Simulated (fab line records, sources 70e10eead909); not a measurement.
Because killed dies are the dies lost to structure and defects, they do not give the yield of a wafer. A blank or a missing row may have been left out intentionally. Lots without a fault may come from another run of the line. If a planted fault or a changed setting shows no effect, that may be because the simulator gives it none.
Matching of chambers -- flow nand-harc -- ald-metal-03 running NHARC_A_BLC_ALD_23: 4 sister chambers
The step deposits TiN, target thk 3 nm, pulse time 1 s, ald cycles 150. 4 wafers are shown with their chamber, then 11 later ones without.

WAFERS, EACH WITH ITS CHAMBER
wafer,chamber,heater-power-w (W)
L080.5,2,1074
L082.2,0,999
L082.5,3,1013
L086.1,1,1019

WAFERS WITH NO CHAMBER GIVEN
wafer,heater-power-w (W)
L086.3,1016
L086.6,999
L092.4,992
L092.5,976
L092.6,1032
L097.2,963
L097.4,952
L097.6,935
L095.1,1073
L095.4,1023
L095.6,956

WHICH CHAMBER EACH ONE RAN IN
wafer,from the rows above,in truth
L086.3,can't be placed: 1 or 3 or 0 or 2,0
L086.6,can't be placed: 0 or 3 or 1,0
L092.4,can't be placed: 0 or 3 or 1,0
L092.5,can't be placed: 0 or 3 or 1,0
L092.6,can't be placed: 1 or 3 or 0 or 2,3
L097.2,can't be placed: 0 or 3 or 1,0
L097.4,can't be placed: 0 or 3 or 1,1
L097.6,can't be placed: 0 or 3 or 1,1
L095.1,can't be placed: 2 or 1 or 3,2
L095.4,can't be placed: 1 or 3 or 0 or 2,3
L095.6,can't be placed: 0 or 3 or 1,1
Placed correctly: 0 of 11. From these rows, 11 cannot be placed; in 11 the true chamber is one of the candidates. 0 placed wrongly.
How it was worked out, from the rows above alone: a wafer's distance from a chamber is the root of the sum, over the readings, of the square of ((its reading less the chamber's mean) divided by the reading's scatter). If the next closest chamber is less than 2 further off than the closest, the wafer can't be placed; otherwise it belongs to the closest. A chamber's mean is the mean of its shown wafers. The scatter: root of mean squared gap, hidden wafer to nearest shown wafer, with one shown wafer a chamber.
